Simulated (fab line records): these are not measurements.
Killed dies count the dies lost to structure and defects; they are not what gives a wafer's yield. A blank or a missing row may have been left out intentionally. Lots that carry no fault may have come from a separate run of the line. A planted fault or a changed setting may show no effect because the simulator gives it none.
fab line records | flow n5-finfet
record: lots: 9 wafers: 27 last-day: 18
route steps=1938 shown BEOL_M5@1131 PASSIVATION@1936
lots that met no fault: taken from a fault-free run of the same line
start-h: start of the lot's first displayed wafer, in hours after the record's first day | wait-h: hours since the lot's step before | " unchanged from the row above | L1.1+2: one row covering several wafers at once | - no value, or no start was given | * or withheld: withheld | < > ~ a bound
route shown NAME@n: a module of which the file shows steps, and the number in the route of the first | usual: mean and standard deviation over wafers with no fault | same: alike in all rows | chamber/n: place in a boat | sites: per-site readings | _std_site: their standard deviation | _edge_site: the outer-site mean with the inner-site mean subtracted | radius-mm: how far each site lies from the wafer's centre | mask NAME#n: copy n | behind: the most recent tool/chamber to have shaped the wafer | hold: what put the lot on hold/how long, in hours/how the hold closed | device: which transistor (n, p or np) failed to switch | end of line: the same wafers' tests at the end of the route | step lacking rows: just its recipe | killed: at the first sort, the dies lost to defects and structure; wafer yield is something else | map: a wafer's dies, x killed, . not, _ none there
set.NAME: the setting as run; set.NAME@STEP: as run at that earlier step | model.NAME: the simulator's own value behind a step, which no gauge read
one table for each step of the route and one row for each wafer, over a sample of lots
services: a tool's chamber out of use, with start hour (start-h, from the record's first day; less than 0 if before it), hours out, and reason
== steps ==
step: N5_BEOL_M5_ETCH_61
recipe: chemistry: CF4 target: SiARC target-depth-a: 156 mask-material: CAR-EUV time-s: 26 ion-energy-ev: 80 pressure-mtorr: 40 source-w: 545 bias-w: 36 Ar_flow_sccm: 100 cf4-flow-sccm: 100 ends: cleared
usual: bias-w: 36.01/0.11 drypump-motor-current-A: 5.8/0.55 etch-rf-on-time-s: 26.2/0.87 oes-product-au: 0.68/0.089 rf-vpp-V: 184.3/1 showerhead-plenum-p-Torr: 2.16/0.062 throttle-valve-pct: 15.60/0.23
columns lot.wafer tool chamber start-h wait-h bias-w drypump-motor-current-A etch-rf-on-time-s oes-product-au rf-hours-counter-h rf-vpp-V showerhead-plenum-p-Torr throttle-valve-pct
L772.1 rie-diel-05 1 167.10 0.0 36.01 5.3 26.9 0.58 243 185.7 2.19 15.81
L772.3 " 2 " " 35.94 6.6 27.0 0.64 152 185.3 2.13 15.51
L772.4 " 3 " " 36.02 5.8 27.1 0.60 165 185.1 2.21 15.83
L773.1 rie-diel-02 2 169.38 0.0 36.10 5.9 27.4 0.59 236 182.3 2.04 15.61
L773.4 " 0 " " 36.01 5.2 26.7 0.59 225 183.7 2.20 15.73
L773.6 " 3 " " 35.79 6.2 26.6 0.58 - 185.6 2.20 15.65
L777.2 rie-diel-03 2 220.37 0.0 36.07 6.0 26.1 0.81 16 184.2 2.20 15.55
L777.4 " 0 " " 35.94 5.9 25.2 0.80 26 184.3 2.09 15.61
L777.5 " 0 " " 35.83 5.9 25.5 0.80 - 185.4 2.09 15.61
L779.1 rie-diel-03 3 235.13 0.0 36.15 4.8 25.9 0.62 192 185.4 2.22 15.70
L779.2 " 0 " " 36.14 5.9 25.0 0.79 30 184.6 2.09 15.63
L779.6 " 2 " " 36.07 6.0 25.8 0.80 - 185.4 2.20 15.57
L787.1 rie-diel-05 1 278.69 0.0 35.94 5.4 26.0 0.78 17 186.1 2.18 15.39
L787.3 " 2 " " 36.02 6.6 26.4 0.61 186 184.3 2.12 15.58
L787.6 " 3 " " 35.97 5.8 26.9 0.58 - 184.1 2.20 15.89
L791.2 rie-diel-05 0 297.04 0.0 36.13 6.6 27.3 0.61 187 184.3 2.06 15.41
L791.5 " 1 " " 36.00 5.3 26.1 0.78 - 182.8 2.18 15.40
L791.6 " 2 " " 35.94 6.6 26.5 0.62 - 183.9 2.12 15.59
L792.2 rie-diel-03 3 302.03 0.0 35.87 4.9 26.3 0.60 211 185.0 2.21 15.75
L792.4 " 2 " " 36.04 6.0 26.2 0.77 - 183.7 2.19 15.61
L792.5 " 0 " " 36.05 5.9 25.2 0.76 - 183.5 2.09 15.66
L793.1 rie-diel-03 1 319.92 0.0 36.06 5.3 24.5 0.62 219 184.8 2.13 16.08
L793.2 " 3 " " 35.84 4.8 26.5 0.60 217 183.3 2.21 15.74
L793.3 " 2 " " 36.09 6.0 26.1 0.75 46 183.8 2.19 15.61
L795.1 rie-diel-05 3 321.85 0.0 36.09 5.8 27.2 0.58 211 185.9 2.20 15.95
L795.3 " 2 " " 36.01 6.6 26.8 0.60 198 182.1 2.11 15.61
L795.4 " 0 " " 36.03 6.6 27.6 0.60 194 183.3 2.06 15.45
step: N5_BEOL_M5_STRIP_19
recipe: chemistry: O2 power-w: 400 temp-c: 40 pressure-mtorr: 30 rf-frequency-hz: 6e+07 bias-power-w: 0 overash-fraction: 0.2 o2-flow-sccm: 225
usual: drypump-motor-current-A: 5.9/0.55 oes-product-au: 0.79/0.1 rf-vpp-V: 3.6/0.5 showerhead-plenum-p-Torr: 2.12/0.057 throttle-valve-pct: 16.65/0.24
same: overash-fraction: 0.2
columns lot.wafer tool chamber start-h wait-h drypump-motor-current-A oes-product-au rf-hours-counter-h rf-vpp-V showerhead-plenum-p-Torr throttle-valve-pct
L772.1 rie-diel-03 0 167.55 0.2 5.9 0.97 9 3.3 2.04 16.56
L772.3 " 1 " " 5.3 0.75 174 3.1 2.10 17.05
L772.4 " 1 " " 5.3 0.75 - 2.6 2.10 17.07
L773.1 rie-diel-05 1 169.69 0.1 5.3 0.70 244 4.2 2.15 16.86
L773.4 " 0 " " 6.6 0.76 151 3.7 2.03 16.46
L773.6 " 0 " " 6.6 0.76 - 3.1 2.03 16.48
L777.2 rie-diel-05 0 220.76 0.2 6.6 0.75 166 4.2 2.03 16.50
L777.4 " 1 " " 5.3 1.01 1 3.3 2.15 16.49
L777.5 " 3 " " 5.8 0.70 - 4.1 2.15 16.87
L779.1 rie-diel-03 2 235.44 0.1 6.0 0.95 20 3.9 2.12 16.50
L779.2 " 0 " " 6.0 0.92 31 3.1 2.03 16.59
L779.6 " 0 " " 6.0 0.92 - 2.9 2.03 16.60
L787.1 rie-diel-03 3 279.05 0.1 4.8 0.71 204 4.0 2.17 16.80
L787.3 " 2 " " 6.0 0.93 33 3.7 2.12 16.54
L787.6 " 3 " " 4.8 0.71 - 4.2 2.17 16.81
L791.2 rie-diel-02 1 297.35 0.1 6.3 0.79 100 3.8 2.13 16.42
L791.5 " 0 " " 5.2 0.97 - 3.9 2.11 16.23
L791.6 " 1 " " 6.3 0.79 - 3.2 2.13 16.43
L792.2 rie-diel-02 2 302.41 0.1 5.9 0.89 21 3.4 2.23 16.27
L792.4 " 1 " " 6.3 0.78 - 3.4 2.13 16.43
L792.5 " 2 " " 5.9 0.88 - 3.4 2.23 16.27
L793.1 rie-diel-02 2 320.22 0.1 5.9 0.87 28 3.8 2.23 16.28
L793.2 " 0 " " 5.2 0.92 14 3.8 2.11 16.25
L793.3 " 1 " " 6.3 0.78 109 3.5 2.13 16.43
L795.1 rie-diel-05 2 322.32 0.2 6.7 0.72 198 4.2 2.10 16.86
L795.3 " 1 " " 5.3 0.91 29 3.7 2.14 16.55
L795.4 " 0 " " 6.6 0.72 194 4.0 2.02 16.55
step: N5_BEOL_M5_ETCH_67
recipe: chemistry: CF4 target: SiARC target-depth-a: 156 mask-material: CAR-EUV time-s: 26 ion-energy-ev: 80 pressure-mtorr: 40 source-w: 545 bias-w: 36 Ar_flow_sccm: 100 cf4-flow-sccm: 100 ends: cleared
usual: bias-w: 36.00/0.099 drypump-motor-current-A: 5.9/0.56 etch-rf-on-time-s: 26.3/0.79 oes-product-au: 0.68/0.087 rf-vpp-V: 184.3/1.1 showerhead-plenum-p-Torr: 2.16/0.059 throttle-valve-pct: 15.57/0.23
columns lot.wafer tool chamber start-h wait-h bias-w drypump-motor-current-A etch-rf-on-time-s oes-product-au rf-hours-counter-h rf-vpp-V showerhead-plenum-p-Torr throttle-valve-pct
L772.1 rie-diel-02 0 168.60 0.0 36.10 5.2 26.8 0.60 225 183.6 2.20 15.73
L772.3 " 2 " " 35.91 5.9 27.2 0.59 236 182.0 2.04 15.62
L772.4 " 1 " " 36.04 6.3 25.9 0.71 61 183.7 2.18 15.30
L773.1 rie-diel-05 2 177.19 0.0 36.26 6.6 26.8 0.64 154 185.7 2.13 15.53
L773.4 " 1 " " 35.99 5.3 26.8 0.58 244 186.3 2.19 15.81
L773.6 " 1 " " 36.02 5.3 26.7 0.58 - 184.6 2.19 15.80
L777.2 rie-diel-05 2 223.42 0.0 35.89 6.6 26.6 0.64 171 183.6 2.12 15.57
L777.4 " 0 " " 35.94 6.6 27.7 0.62 168 182.9 2.06 15.38
L777.5 " 0 " " 36.14 6.6 27.5 0.62 - 183.4 2.07 15.37
L779.1 rie-diel-03 0 238.21 0.0 35.94 5.9 25.2 0.79 31 183.9 2.09 15.63
L779.2 " 2 " " 36.06 6.0 25.7 0.80 21 184.3 2.20 15.55
L779.6 " 1 " " 35.79 5.3 24.4 0.63 - 183.9 2.13 16.03
L787.1 rie-diel-05 2 280.19 0.0 36.22 6.6 16.0 0.85 186 183.7 2.12 15.60
L787.3 " 0 " " 35.97 6.6 27.2 0.62 182 183.5 2.06 15.40
L787.6 " 3 " " 36.06 5.8 26.6 0.59 - 184.6 2.20 15.89
L791.2 rie-diel-03 3 300.50 0.0 35.99 4.8 26.3 0.60 210 185.3 2.21 15.72
L791.5 " 3 " " 35.95 4.8 26.1 0.61 - 183.4 2.21 15.73
L791.6 " 2 " " 36.02 5.9 26.2 0.77 - 184.4 2.19 15.59
L792.2 rie-diel-02 2 305.99 0.0 36.01 5.9 27.1 0.74 23 185.0 2.28 15.21
L792.4 " 0 " " 36.14 5.2 26.0 0.80 - 184.8 2.19 15.37
L792.5 " 1 " " 35.96 6.3 26.4 0.66 - 184.9 2.17 15.34
L793.1 rie-diel-02 0 320.78 0.0 36.04 5.2 25.9 0.78 14 184.4 2.19 15.36
L793.2 " 1 " " 36.04 6.3 26.3 0.65 109 184.0 2.16 15.38
L793.3 " 2 " " 36.09 5.9 26.9 0.73 28 184.9 2.28 15.24
L795.1 rie-diel-03 0 323.00 0.0 35.89 5.9 25.3 0.75 56 184.1 2.08 15.68
L795.3 " 3 " " 36.04 4.8 26.4 0.60 218 184.6 2.21 15.77
L795.4 " 1 " " 36.22 5.3 24.0 0.63 220 183.4 2.13 16.08
step: N5_BEOL_M5_VIA_ETCH_34
recipe: chemistry: C4F6/O2 target: SiCOH_lowk target-depth-a: 883 mask-material: SOC taper-deg: 4 time-s: 39.2 ion-energy-ev: 250 pressure-mtorr: 30 source-w: 345 bias-w: 185 Ar_flow_sccm: 300 C4F6_flow_sccm: 10 O2_flow_sccm: 10
usual: bias-w: 185.0/0.54 drypump-motor-current-A: 5.9/0.56 oes-product-au: 0.79/0.1 rf-vpp-V: 674/9.3 showerhead-plenum-p-Torr: 2.89/0.081 throttle-valve-pct: 20.92/0.24
columns lot.wafer tool chamber start-h wait-h bias-w drypump-motor-current-A oes-product-au rf-hours-counter-h rf-vpp-V showerhead-plenum-p-Torr throttle-valve-pct
L772.1 rie-diel-02 0 168.73 0.0 185.6 5.2 0.70 225 672 2.92 20.87
L772.3 " 2 " " 184.7 5.9 0.69 236 656 2.74 20.98
L772.4 " 1 " " 184.2 6.3 0.83 61 674 2.89 20.47
L773.1 rie-diel-05 2 177.32 0.0 185.1 6.6 0.75 154 667 2.83 20.76
L773.4 " 1 " " 185.5 5.3 0.69 244 694 2.92 21.05
L773.6 " 1 " " 185.6 5.3 0.69 - 693 2.92 21.03
L777.2 rie-diel-05 2 223.55 0.0 184.2 6.6 0.73 171 667 2.82 20.80
L777.4 " 0 " " 185.3 6.6 0.73 168 679 2.77 20.77
L777.5 " 0 " " 184.5 6.6 0.73 - 679 2.77 20.78
L779.1 rie-diel-03 0 238.34 0.0 184.5 5.9 0.92 31 664 2.79 21.02
L779.2 " 2 " " 184.9 6.0 0.95 21 666 2.94 21.06
L779.6 " 1 " " 185.3 5.3 0.73 - 669 2.83 21.31
L787.1 rie-diel-05 2 280.32 0.0 185.5 6.6 0.72 186 668 2.82 20.83
L787.3 " 0 " " 185.2 6.6 0.73 182 680 2.77 20.80
L787.6 " 3 " " 185.1 5.9 0.69 - 672 2.94 21.25
L791.2 rie-diel-03 3 300.62 0.0 185.1 4.8 0.71 210 682 2.99 21.24
L791.5 " 3 " " 184.6 4.8 0.70 - 683 2.99 21.24
L791.6 " 2 " " 186.1 6.0 0.90 - 667 2.93 21.09
L792.2 rie-diel-02 2 306.12 0.0 185.0 5.9 0.87 23 665 3.06 20.72
L792.4 " 0 " " 185.2 5.2 0.95 - 671 2.91 20.68
L792.5 " 1 " " 184.3 6.3 0.77 - 673 2.87 20.54
L793.1 rie-diel-02 0 320.91 0.0 184.6 5.2 0.93 14 672 2.91 20.69
L793.2 " 1 " " 184.2 6.3 0.76 109 674 2.87 20.53
L793.3 " 2 " " 185.0 5.9 0.86 28 666 3.06 20.71
L795.1 rie-diel-03 0 323.13 0.0 185.2 5.9 0.88 56 663 2.78 21.04
L795.3 " 3 " " 184.5 4.8 0.69 218 683 2.98 21.24
L795.4 " 1 " " 185.5 5.3 0.71 220 670 2.82 21.33
step: N5_PASSIVATION_PROBE_49
usual: defect-limited-yield: 91.1/1.4 killed_at_M0_to_M3: 34/9.7 killed_at_M4_up: 13/5.1 killed-at-contacts: 14/6.3 killed-at-front-end: 40/11 killed-at-other: 3.5/2.7 killed-dies: 105/16 killed-on-rim: 13/4.1 killed-open: 70/12 killed-short: 34/7.8 sort_bin_4_leakage: 0.02/0.13 sort_bin_5_function: 5.2/0.88 sort_bin_6_memory: 3.3/0.7 sort_bin_8_speed: 0.1/0.62 sort-n-pass: 1074/17 sort-yield-pct: 91.0/1.5
same: gross-dies: 1180 killed-at-back-side: 0
columns lot.wafer tool chamber start-h wait-h defect-limited-yield[%] killed_at_M0_to_M3 killed_at_M4_up killed-at-contacts killed-at-front-end killed-at-other killed-dies killed-on-rim killed-open killed-short sort_bin_4_leakage[%] sort_bin_5_function[%] sort_bin_6_memory[%] sort_bin_8_speed[%] sort-n-pass sort-yield-pct[%]
L772.1 prober-01 - 271.66 0.0 93.2 31 10 9 28 2 80 9 61 18 0 3.7 3.0 0 1100 93.2
L772.3 prober-01 - 271.76 0.1 90.2 55 8 15 34 4 116 25 76 39 0 5.9 3.3 0 1064 90.2
L772.4 prober-01 - 271.81 0.2 93.0 27 19 8 23 6 83 15 61 21 0.08 4.1 2.9 0 1096 92.9
L773.1 prober-01 - 280.91 0.0 91.1 50 9 6 39 1 105 12 73 32 0 5.6 2.7 0 1075 91.1
L773.4 prober-01 - 281.06 0.2 91.3 41 9 17 34 2 103 10 70 33 1.53 5.1 3.4 0 1059 89.7
L773.6 prober-01 - 281.16 0.3 87.8 48 16 18 60 2 144 18 98 46 0 6.6 5.3 0 1036 87.8
L777.2 prober-01 - 320.92 0.1 89.4 27 6 29 61 2 125 20 80 42 0 5.5 4.5 0 1055 89.4
L777.4 prober-01 - 321.02 0.2 91.4 37 17 7 39 2 102 20 59 40 0 4.2 4.3 0 1078 91.4
L777.5 prober-01 - 321.07 0.2 91.0 38 13 17 31 7 106 10 71 35 0 5.3 3.4 0 1074 91.0
L779.1 prober-01 - 335.86 0.0 89.7 40 13 11 57 1 122 17 83 35 0 6.1 3.9 0 1058 89.7
L779.2 prober-01 - 335.91 0.1 90.7 36 10 13 47 4 110 13 77 32 0 5.4 3.8 0 1070 90.7
L779.6 prober-01 - 336.11 0.3 88.7 32 20 14 66 1 133 17 87 45 0 5.5 5.1 0 1047 88.7
L787.1 prober-02 - 377.88 0.0 88.9 56 16 10 45 4 131 21 92 38 0 5.9 4.7 0 1049 88.9
L787.3 prober-02 - 377.98 0.1 92.9 37 8 5 34 0 84 13 59 25 0 4.2 2.8 0 1096 92.9
L787.6 prober-02 - 378.13 0.3 90.6 46 10 4 44 7 111 11 77 34 0 5.3 4.1 0 1069 90.6
L791.2 prober-01 - 398.84 0.1 91.2 39 6 14 43 2 104 15 75 29 0 5.8 2.8 0 1076 91.2
L791.5 prober-01 - 398.99 0.2 93.1 38 8 13 15 8 82 11 50 27 0 4.2 2.5 0 1098 93.1
L791.6 prober-01 - 399.04 0.3 91.4 38 12 16 22 14 102 11 62 38 0 5.2 3.0 0 1078 91.4
L792.2 prober-01 - 403.13 0.1 88.7 40 16 6 68 3 133 21 89 44 0 6.2 4.4 0 1047 88.7
L792.4 prober-01 - 403.23 0.2 92.5 24 16 3 45 0 88 8 51 37 0 4.5 2.5 0 1092 92.5
L792.5 prober-01 - 403.28 0.2 93.1 23 14 4 39 1 81 10 49 31 0 3.7 2.8 0 1099 93.1
L793.1 prober-01 - 407.51 0.0 91.2 31 10 10 52 1 104 9 73 29 0 5.3 3.1 0 1076 91.2
L793.2 prober-01 - 407.56 0.1 92.4 30 12 7 39 2 90 12 62 28 0 4.9 2.6 0 1090 92.4
L793.3 prober-01 - 407.61 0.1 92.3 31 8 9 40 3 91 17 58 33 0 4.7 2.5 0 1089 92.3
L795.1 prober-01 - 429.84 0.0 92.8 27 15 8 32 3 85 13 65 16 0 3.8 3.0 7.0 1012 85.8
L795.3 prober-01 - 429.94 0.1 87.7 61 7 4 72 1 145 19 86 54 0 6.0 5.6 0 1035 87.7
L795.4 prober-01 - 429.99 0.2 91.4 30 13 14 41 3 101 7 72 27 0 5.7 2.8 0 1079 91.4
killed by level:class
L772.1 STI_FIN_REVEAL:geometric-particle:open=13 BEOL_M1:geometric-particle:open=9 MOL_CONTACT_COAG:geometric-particle:open=8 BEOL_M0_SAQP:geometric-particle:open=7 BEOL_M0:geometric-particle:open=6 GATE_CUT:geometric-particle:short=3 BEOL_M4:geometric-particle:open=3 FIN_SAQP:geometric-particle:open=2
L772.3 BEOL_M3:geometric-particle:open=15 MOL_CONTACT_COAG:geometric-particle:open=10 BEOL_M0_SAQP:geometric-particle:short=9 STI_FIN_REVEAL:geometric-particle:open=8 BEOL_M0_SAQP:geometric-particle:open=8 BEOL_M1:geometric-particle:open=8 BEOL_M1:geometric-particle:short=6 MOL_CONTACT_COAG:geometric-particle:short=5
L772.4 STI_FIN_REVEAL:geometric-particle:open=8 BEOL_M0_SAQP:geometric-particle:open=8 BEOL_M1:geometric-particle:open=8 BEOL_M4:geometric-particle:open=7 BEOL_M0_SAQP:geometric-particle:short=6 FIN_SAQP:geometric-particle:open=4 MOL_CONTACT_COAG:geometric-particle:short=4 MOL_CONTACT_COAG:geometric-particle:open=4
L773.1 BEOL_M0_SAQP:geometric-particle:open=12 FIN_SAQP:geometric-particle:open=10 BEOL_M2:geometric-particle:open=9 BEOL_M3:geometric-particle:open=9 BEOL_M4:geometric-particle:open=8 GATE_CUT:geometric-particle:open=7 FIN_SAQP:geometric-particle:short=6 BEOL_M0_SAQP:geometric-particle:short=6
L773.4 MOL_CONTACT_COAG:geometric-particle:open=14 BEOL_M0_SAQP:geometric-particle:open=14 STI_FIN_REVEAL:geometric-particle:open=10 BEOL_M0_SAQP:geometric-particle:short=6 BEOL_M3:geometric-particle:open=6 STI_FIN_REVEAL:geometric-particle:short=4 BEOL_M2:geometric-particle:open=4 BEOL_M3:geometric-particle:short=4
L773.6 FIN_SAQP:geometric-particle:open=18 STI_FIN_REVEAL:geometric-particle:open=15 BEOL_M0_SAQP:geometric-particle:open=14 BEOL_M2:geometric-particle:open=12 MOL_CONTACT_COAG:geometric-particle:open=11 MOL_CONTACT_COAG:geometric-particle:short=7 FIN_SAQP:geometric-particle:short=6 STI_FIN_REVEAL:geometric-particle:short=6
L777.2 MOL_CONTACT_COAG:geometric-particle:open=24 BEOL_M1:geometric-particle:open=13 STI_FIN_REVEAL:geometric-particle:open=10 GATE_CUT:geometric-particle:short=10 FIN_SAQP:geometric-particle:short=9 FIN_SAQP:geometric-particle:open=7 DUMMY_GATE:geometric-particle:open=7 GATE_CUT:geometric-particle:open=5
L777.4 STI_FIN_REVEAL:geometric-particle:open=9 GATE_CUT:geometric-particle:short=9 BEOL_M2:geometric-particle:short=9 DUMMY_GATE:geometric-particle:open=6 BEOL_M5:geometric-particle:open=6 BEOL_M3:geometric-particle:open=6 BEOL_M0_SAQP:geometric-particle:short=5 GATE_CUT:geometric-particle:open=4
L777.5 STI_FIN_REVEAL:geometric-particle:open=12 BEOL_M1:geometric-particle:open=11 MOL_CONTACT_COAG:geometric-particle:open=9 BEOL_M3:geometric-particle:open=8 MOL_CONTACT_COAG:geometric-particle:short=8 BEOL_M4:geometric-particle:open=7 FIN_SAQP:geometric-particle:short=6 BEOL_M2:geometric-particle:open=6
L779.1 STI_FIN_REVEAL:geometric-particle:open=16 BEOL_M0_SAQP:geometric-particle:open=14 MOL_CONTACT_COAG:geometric-particle:open=9 BEOL_M2:geometric-particle:open=8 BEOL_M0_SAQP:geometric-particle:short=7 DUMMY_GATE:geometric-particle:open=6 STI_FIN_REVEAL:geometric-particle:short=5 GATE_CUT:geometric-particle:short=5
L779.2 MOL_CONTACT_COAG:geometric-particle:open=12 BEOL_M0_SAQP:geometric-particle:open=9 STI_FIN_REVEAL:geometric-particle:open=8 BEOL_M0_SAQP:geometric-particle:short=8 BEOL_M5:geometric-particle:open=8 FIN_SAQP:geometric-particle:open=7 DUMMY_GATE:geometric-particle:open=7 BEOL_M3:geometric-particle:open=7
L779.6 STI_FIN_REVEAL:geometric-particle:open=23 MOL_CONTACT_COAG:geometric-particle:open=11 STI_FIN_REVEAL:geometric-particle:short=8 BEOL_M0_SAQP:geometric-particle:short=6 BEOL_M0_SAQP:geometric-particle:open=6 BEOL_M4:geometric-particle:open=6 STARTING-WAFER:geometric-particle:short=6 FIN_SAQP:geometric-particle:open=5
L787.1 BEOL_M3:geometric-particle:open=22 STI_FIN_REVEAL:geometric-particle:open=16 BEOL_M0_SAQP:geometric-particle:short=11 MOL_CONTACT_COAG:geometric-particle:open=8 BEOL_M1:geometric-particle:open=8 BEOL_M0_SAQP:geometric-particle:open=7 BEOL_M4:geometric-particle:open=6 FIN_SAQP:geometric-particle:short=5
L787.3 BEOL_M0_SAQP:geometric-particle:open=11 BEOL_M3:geometric-particle:open=8 FIN_SAQP:geometric-particle:open=7 BEOL_M0_SAQP:geometric-particle:short=7 DUMMY_GATE:geometric-particle:open=5 STI_FIN_REVEAL:geometric-particle:open=5 FIN_SAQP:geometric-particle:short=4 MOL_CONTACT_COAG:geometric-particle:open=4
L787.6 FIN_SAQP:geometric-particle:open=17 BEOL_M0_SAQP:geometric-particle:short=13 BEOL_M3:geometric-particle:open=13 BEOL_M0_SAQP:geometric-particle:open=10 BEOL_M2:geometric-particle:open=5 PAD_METAL:geometric-particle:short=5 STARTING-WAFER:geometric-particle:open=5 FIN_SAQP:geometric-particle:short=4
L791.2 STI_FIN_REVEAL:geometric-particle:open=22 MOL_CONTACT_COAG:geometric-particle:open=12 BEOL_M3:geometric-particle:open=10 BEOL_M0_SAQP:geometric-particle:open=8 BEOL_M0_SAQP:geometric-particle:short=8 STI_FIN_REVEAL:geometric-particle:short=7 BEOL_M2:geometric-particle:open=5 FIN_SAQP:geometric-particle:short=3
L791.5 BEOL_M0_SAQP:geometric-particle:short=12 MOL_CONTACT_COAG:geometric-particle:open=11 BEOL_M3:geometric-particle:open=9 BEOL_M0_SAQP:geometric-particle:open=8 MIM_TOP_ETCH:geometric-particle:short=4 ILD0:geometric-particle:short=3 BEOL_M1:geometric-particle:open=3 BEOL_M2:geometric-particle:open=3
L791.6 MOL_CONTACT_COAG:geometric-particle:open=13 BEOL_M1:geometric-particle:open=10 BEOL_M3:geometric-particle:open=6 GATE_CUT:geometric-particle:short=6 BEOL_M0_SAQP:geometric-particle:short=5 MIM_TOP_ETCH:geometric-particle:short=5 BEOL_M2:geometric-particle:open=5 BEOL_M0_SAQP:geometric-particle:open=4
L792.2 FIN_SAQP:geometric-particle:short=19 FIN_SAQP:geometric-particle:open=19 BEOL_M2:geometric-particle:open=15 BEOL_M1:geometric-particle:open=14 STI_FIN_REVEAL:geometric-particle:open=8 MOL_CONTACT_COAG:geometric-particle:open=6 GATE_CUT:geometric-particle:short=6 BEOL_M3:geometric-particle:open=4
L792.4 FIN_SAQP:geometric-particle:open=10 FIN_SAQP:geometric-particle:short=7 BEOL_M0_SAQP:geometric-particle:open=6 BEOL_M1:geometric-particle:open=6 STI_FIN_REVEAL:geometric-particle:open=5 GATE_CUT:geometric-particle:short=5 BEOL_M4:geometric-particle:short=5 STARTING-WAFER:geometric-particle:short=5
L792.5 FIN_SAQP:geometric-particle:open=13 FIN_SAQP:geometric-particle:short=9 BEOL_M1:geometric-particle:open=8 BEOL_M4:geometric-particle:short=7 BEOL_M0_SAQP:geometric-particle:open=5 BEOL_M2:geometric-particle:open=5 STI_FIN_REVEAL:geometric-particle:open=4 DUMMY_GATE:geometric-particle:short=3
L793.1 FIN_SAQP:geometric-particle:open=14 FIN_SAQP:geometric-particle:short=10 BEOL_M0_SAQP:geometric-particle:open=10 MOL_CONTACT_COAG:geometric-particle:open=9 STI_FIN_REVEAL:geometric-particle:open=6 BEOL_M3:geometric-particle:open=6 BEOL_M0_SAQP:geometric-particle:short=4 BEOL_M2:geometric-particle:open=4
L793.2 FIN_SAQP:geometric-particle:open=10 BEOL_M0_SAQP:geometric-particle:open=9 BEOL_M4:geometric-particle:open=7 FIN_SAQP:geometric-particle:short=5 MOL_CONTACT_COAG:geometric-particle:open=5 BEOL_M1:geometric-particle:open=5 BEOL_M2:geometric-particle:open=5 STI_FIN_REVEAL:geometric-particle:open=4
L793.3 FIN_SAQP:geometric-particle:short=17 FIN_SAQP:geometric-particle:open=9 BEOL_M3:geometric-particle:open=9 MOL_CONTACT_COAG:geometric-particle:open=7 BEOL_M0_SAQP:geometric-particle:open=6 BEOL_M1:geometric-particle:open=6 DUMMY_GATE:geometric-particle:open=5 GATE_CUT:geometric-particle:short=4
L795.1 STI_FIN_REVEAL:geometric-particle:open=13 BEOL_M1:geometric-particle:open=8 BEOL_M4:geometric-particle:open=8 MOL_CONTACT_COAG:geometric-particle:open=6 BEOL_M2:geometric-particle:open=6 BEOL_M0_SAQP:geometric-particle:open=4 HKMG_FIN:area-etch=4 FIN_SAQP:geometric-particle:short=3
L795.3 FIN_SAQP:geometric-particle:short=19 STI_FIN_REVEAL:geometric-particle:open=17 BEOL_M3:geometric-particle:open=15 FIN_SAQP:geometric-particle:open=14 BEOL_M0_SAQP:geometric-particle:short=12 BEOL_M2:geometric-particle:open=12 BEOL_M1:geometric-particle:open=6 HKMG_FIN:area-etch=5
L795.4 MOL_CONTACT_COAG:geometric-particle:open=12 FIN_SAQP:geometric-particle:open=11 STI_FIN_REVEAL:geometric-particle:open=11 BEOL_M3:geometric-particle:open=8 BEOL_M2:geometric-particle:open=7 BEOL_M0_SAQP:geometric-particle:short=5 DUMMY_GATE:geometric-particle:open=4 BEOL_M4:geometric-particle:open=4
== services ==
columns tool chamber start-h hours kind
rie-diel-02 - 145.77 0.3 repair
rie-diel-03 2 149.60 - clean
rie-diel-03 2 149.60 - consumable-replace:focus-ring
rie-diel-03 2 149.60 19.4 scheduled-down
rie-diel-03 2 149.60 19.4 vent-cycle
rie-diel-05 1 196.49 - clean
rie-diel-05 1 196.49 - consumable-replace:focus-ring
rie-diel-05 1 196.49 20.2 scheduled-down
rie-diel-05 1 196.49 20.2 vent-cycle
rie-diel-02 2 214.60 - clean
rie-diel-02 2 214.60 - consumable-replace:focus-ring
rie-diel-02 2 214.60 - consumable-replace:showerhead
rie-diel-02 2 214.60 22.7 scheduled-down
rie-diel-02 2 214.60 22.7 vent-cycle
rie-diel-02 0 254.63 - clean
rie-diel-02 0 254.63 - consumable-replace:focus-ring
rie-diel-02 0 254.63 32.4 scheduled-down
rie-diel-02 0 254.63 32.4 vent-cycle
rie-diel-02 3 287.04 - clean
rie-diel-02 3 287.04 - consumable-replace:focus-ring
rie-diel-02 3 287.04 29.0 scheduled-down
rie-diel-02 3 287.04 29.0 vent-cycle
rie-diel-03 1 298.81 7.3 repair
rie-diel-02 1 322.00 2.0 repair
== key ==
first-sign: step: N5_BEOL_M5_ETCH_67 reading: etch-rf-on-time-s direction: down sigmas: 13 usual: * struck: *
effect none on later readings
met-at N5_BEOL_M5_ETCH_67
struck-lots L787
struck-wafers L787.1
not-acting-at N5_BEOL_M5_ETCH_61,N5_BEOL_M5_STRIP_19,N5_BEOL_M5_VIA_ETCH_34
onset-between 223.42 280.19
fault: kind: process-parameter-drift tool: rie-diel-05 chamber: 2 onset-h: 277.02 steps: N5_BEOL_M5_ETCH_67 channel: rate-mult offset: 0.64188 shape: step end-h: 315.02
